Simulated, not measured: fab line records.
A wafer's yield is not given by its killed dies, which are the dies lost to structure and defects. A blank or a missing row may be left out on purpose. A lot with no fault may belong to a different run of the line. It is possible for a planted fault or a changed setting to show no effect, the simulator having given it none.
What tool caused it? -- flow nand-harc -- 72 wafers from 24 lots sampled at 2 of the route's 1159 steps

WHAT THE GAUGES READ, wafer by wafer
NHARC_P_BONDPAD_THK_MEAS_33: measures by ellipsometry.
lot,measured,on,thk-nm (nm)
L074,day 6 03:00,film-metro-01,200.3 201.0 201.1
L076,day 7 00:59,film-metro-01,199.6 201.5 198.2
L075,day 7 01:56,film-metro-02,200.4 197.1 201.2
L078,day 7 03:39,film-metro-02,198.5 201.1 198.2
L077,day 7 07:16,film-metro-01,200.2 196.9 200.0
L079,day 7 15:32,film-metro-01,200.0 198.5 201.7
L080,day 7 22:19,film-metro-01,200.2 200.3 197.5
L081,day 8 04:39,film-metro-02,201.8 204.1 201.7
L082,day 8 07:35,film-metro-01,196.9 201.5 197.6
L083,day 8 09:35,film-metro-01,200.4 199.9 201.1
L084,day 8 12:55,film-metro-02,198.6 199.4 199.9
L088,day 9 13:59,film-metro-01,199.1 201.3 196.7
L085,day 9 14:38,film-metro-02,202.3 199.1 201.3
L086,day 9 15:43,film-metro-01,196.3 202.2 202.4
L087,day 9 16:58,film-metro-02,197.6 199.1 198.7
L089,day 10 08:43,film-metro-01,200.6 204.7 203.9
L090,day 10 09:29,film-metro-01,202.1 200.5 198.9
L091,day 10 12:38,film-metro-01,200.2 200.5 199.9
L093,day 10 23:41,film-metro-02,200.5 203.0 198.4
L092,day 11 00:32,film-metro-01,200.8 202.0 199.0
L095,day 11 11:25,film-metro-02,200.2 201.1 197.0
L094,day 11 12:35,film-metro-01,201.1 202.7 200.3
L096,day 12 05:32,film-metro-02,202.7 200.0 202.2
L097,day 12 06:08,film-metro-01,199.1 199.2 200.6

WHICH TOOL RAN EACH LOT (tool, then ch and the chambers of the sampled wafers, then the start)
lot,NHARC_P_M2_DEP_33
L074,"pecvd-01 ch 0,1,2, day 6 01:59"
L076,"pecvd-01 ch 0,1,2, day 7 00:02"
L075,"pecvd-01 ch 1,2, day 7 00:49"
L078,"pecvd-02 ch 0,2, day 7 02:37"
L077,"pecvd-03 ch 0,2, day 7 06:19"
L079,"pecvd-01 ch 0,2, day 7 14:21"
L080,"pecvd-03 ch 0,2, day 7 21:16"
L081,"pecvd-03 ch 0,1,2, day 8 03:35"
L082,"pecvd-02 ch 0,1,2, day 8 06:36"
L083,"pecvd-02 ch 1,2, day 8 08:33"
L084,"pecvd-03 ch 0,1, day 8 11:50"
L088,"pecvd-02 ch 1,2, day 9 12:54"
L085,"pecvd-02 ch 0,1,2, day 9 13:35"
L086,"pecvd-01 ch 0,2, day 9 14:41"
L087,"pecvd-02 ch 0,1, day 9 15:59"
L089,"pecvd-03 ch 0,2, day 10 07:41"
L090,"pecvd-03 ch 0,1,2, day 10 08:29"
L091,"pecvd-03 ch 0,1,2, day 10 11:41"
L093,"pecvd-02 ch 0,2, day 10 22:37"
L092,"pecvd-02 ch 0,1,2, day 10 23:28"
L095,"pecvd-01 ch 0,1, day 11 10:24"
L094,"pecvd-01 ch 1,2, day 11 11:29"
L096,"pecvd-02 ch 0,1,2, day 12 04:28"
L097,"pecvd-02 ch 0,2, day 12 05:04"
- NHARC_P_M2_DEP_33: deposits SiCN, target thk 30 nm.

WHAT THE TOOLS THEMSELVES READ (means of the sampled wafers that have a number; where no wafer has one, the mark that the record gives instead)
NHARC_P_M2_DEP_33.
lot,tool,heater-power-w (W)
L074,pecvd-01,517
L076,pecvd-01,512
L075,pecvd-01,536
L078,pecvd-02,586
L077,pecvd-03,608
L079,pecvd-01,485
L080,pecvd-03,578
L081,pecvd-03,558
L082,pecvd-02,604
L083,pecvd-02,615
L084,pecvd-03,557
L088,pecvd-02,603
L085,pecvd-02,566
L086,pecvd-01,564
L087,pecvd-02,654
L089,pecvd-03,536
L090,pecvd-03,582
L091,pecvd-03,580
L093,pecvd-02,500
L092,pecvd-02,612
L095,pecvd-01,583
L094,pecvd-01,527
L096,pecvd-02,595
L097,pecvd-02,526

THE ANSWER, worked out from the rows above alone
Rule: the usual values come from the lots themselves. The widest of any qualifying gaps counts: lots, ordered by their means at a reading, are off when they make up no more than a third of the lots, leave a main group of 4 or more, and stand apart from it by 3 or more times the standard deviation of that group's means. Not used: any main group whose means are identical at the precision the tables above print for the reading. A lot without any number at a reading at which 4 lots or more have one is off too. Where the step has rows for the other lots, those lots are counted as sound. The gauges are gone through in route order, then the tools' own readings, and for those a lot's mean is taken as printed above. At the first step where some lot is off, the reading lying furthest off is the one used; lots without a number count as furthest.
Across all readings shown, no lot is off: no conclusion can be drawn from this.

WHAT THE SIMULATOR PUT IN
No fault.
